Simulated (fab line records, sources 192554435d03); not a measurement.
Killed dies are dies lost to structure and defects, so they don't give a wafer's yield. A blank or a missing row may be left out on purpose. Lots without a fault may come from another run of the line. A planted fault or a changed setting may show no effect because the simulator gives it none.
A struck lot beside a sound one | flow n5_finfet | 30 steps out of a route of 1938
Sound: wafers L868.4, L868.5, L868.6. Struck: wafer L863.6. (L863.4, L863.5 of the same lot were not struck and are left out.) The cause comes at the end.
At each step with rows: each side's tool, then ch and its chambers, then its first start. Under that, the readings that differ: sound wafers | struck wafers | difference of the means | sigmas: that difference in standard deviations of wafers without a fault.
alike: readings whose means differ by less than 2 such deviations, and words and numbers that are the same on both sides. not compared: withheld readings, readings that some wafer has no value for, bounds like >300 that may hide the same value, and numbers for which the record gives no deviation and whose values overlap.
The two part at a step that has a row with sigmas, a row that says differs or no value, or rows on one side only. Numbers that don't overlap but have no deviation are shown without sigmas and don't part them. A reading that every wafer of one side lacks parts them only if that side has two wafers or more.

first, 9 steps without rows for these wafers: N5_BEOL_M9_DESCUM_33 (chemistry O2, time 7 s); N5_BEOL_M9_ETCH_76 (etches underlayer in N2/H2, target depth 6.5 nm, time 5.2 s); N5_BEOL_M9_ETCH_65 (etches SiARC in CF4, target depth 15.6 nm, time 26 s); N5_BEOL_M9_ETCH_66 (etches SOC in N2/H2, target depth 80 nm, overetch 16 nm, time 120 s); N5_BEOL_M9_STRIP_69 (strips in N2/H2); N5_BEOL_M9_STRIP_77 (strips in N2/H2); N5_BEOL_M9_VIA_ETCH_34 (etches SiCOH lowk in C4F6/O2, target depth 182.4 nm, time 68.4 s); N5_BEOL_M9_STRIP_73 (strips in C4F6/O2); N5_BEOL_M9_STRIP_36 (strips in N2/H2).
N5_BEOL_M9_TRENCH_ETCH_37: etches SiCOH lowk in C4F6/O2, target depth 151.43 nm, time 49 s.
  sound on rie_diel-02 ch 0,1,2, day 14 18:49; struck on rie_diel-02 ch 1, day 12 12:05
  reading                             | sound             | struck | difference | sigmas
  bias_w (W)                          | 184.6 185.4 185.3 | 203.3  | +18.2      | +32
  rf_vpp_V (V)                        | 658 657 659       | 710    | +52        | +7
  model.etch.depth_nm (nm)            | 156.9 153.8 153   | 159    | +4         |
  model.BEOL_M9.feature_depth_nm (nm) | 157 153.8 153     | 159    | +4         |
  alike: O2_flow_sccm, drypump_motor_current_A, oes_product_au, showerhead_plenum_p_Torr, throttle_valve_pct
  not compared: rf_hours_counter_h
then, 2 steps without rows for these wafers: N5_BEOL_M9_ETCH_41 (etches SiCN in CH3F/O2, target depth 36.6 nm, time 70.1 s); N5_BEOL_M9_STRIP_80 (strips in N2/H2, time 10 s).
N5_BEOL_M9_OCD_MEAS_38:
  sound on ocd-01, day 14 18:58; struck on ocd-01, day 12 12:16
  reading              | sound             | struck | difference | sigmas
  trench_depth_nm (nm) | 156.6 153.5 153.9 | 159.0  | +4.3       | +2
then, 13 steps without rows for these wafers: N5_BEOL_M9_HM_STRIP_39 (strips TiN in peroxide tin strip, target depth 25 nm, time 158 s); N5_BEOL_M9_SRD_40 (time 30 s); N5_BEOL_M9_PRECLEAN_42 (cleans in residue remover, time 60 s); N5_BEOL_M9_SRD_43 (time 30 s); N5_BEOL_M9_CURE_72 (cures SiCOH lowk, time 120 s); N5_BEOL_M9_DEGAS_44 (time 60 s); N5_BEOL_M9_PRE_CLEAN_45 (time 30 s); N5_BEOL_M9_ALD_74 (deposits TaN, target thk 2 nm, pulse time 2 s, purge time 3 s); N5_BEOL_M9_SURFACE_TREAT_79; N5_BEOL_M9_CVD_78 (deposits Co from CCTBA/H2, target thk 2 nm, time 138.9 s); N5_BEOL_M9_SPUTTER_48 (material Cu, target thk 12 nm, time 2 s); N5_BEOL_M9_ECD_50 (material Cu, target thk 318 nm); N5_BEOL_M9_ANNEAL_51 (time 90 s).
N5_BEOL_M9_CMP_52: polishes, stops on SiCOH lowk, t overpolish 7 s, target thk 140 nm.
  sound on cmp-04 ch 1,2, day 14 21:17; struck on cmp-03 ch 1, day 12 14:20
  reading                                | sound          | struck | difference | sigmas
  barrier_field_endpoint_s (s)           | 28.7 28.2 28.7 | 29.8   | +1.3       | +2
  model.Cu_of_BEOL_M9_ECD_50.thk_nm (nm) | 144 140.4 140  | 146.6  | +5.1       |
  alike: motor_current_A, overpolish_run_s, time_to_endpoint_s
then, 2 steps without rows for these wafers: N5_BEOL_M9_PRE_CLEAN_55 (time 15 s); N5_BEOL_M9_DEP_56 (deposits SiCN from 3MS/NH3, target thk 15 nm, time 26.5 s).
N5_BEOL_M9_RS_MEAS_57: measures by four-point-probe.
  sound on film_metro-02, day 14 21:43; struck on film_metro-02, day 12 14:39
  reading        | sound                | struck | difference | sigmas
  M9_RS (ohm/sq) | 0.1463 0.1501 0.1507 | 0.1435 | -0.0055    | -2

WHERE THEY PART
First at N5_BEOL_M9_TRENCH_ETCH_37; last, within this record, at N5_BEOL_M9_RS_MEAS_57.

WHY: what the simulator had put in
Process parameter drift: rie_diel-02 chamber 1, from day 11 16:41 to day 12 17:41, at N5_BEOL_M9_TRENCH_ETCH_37. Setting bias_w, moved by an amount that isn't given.
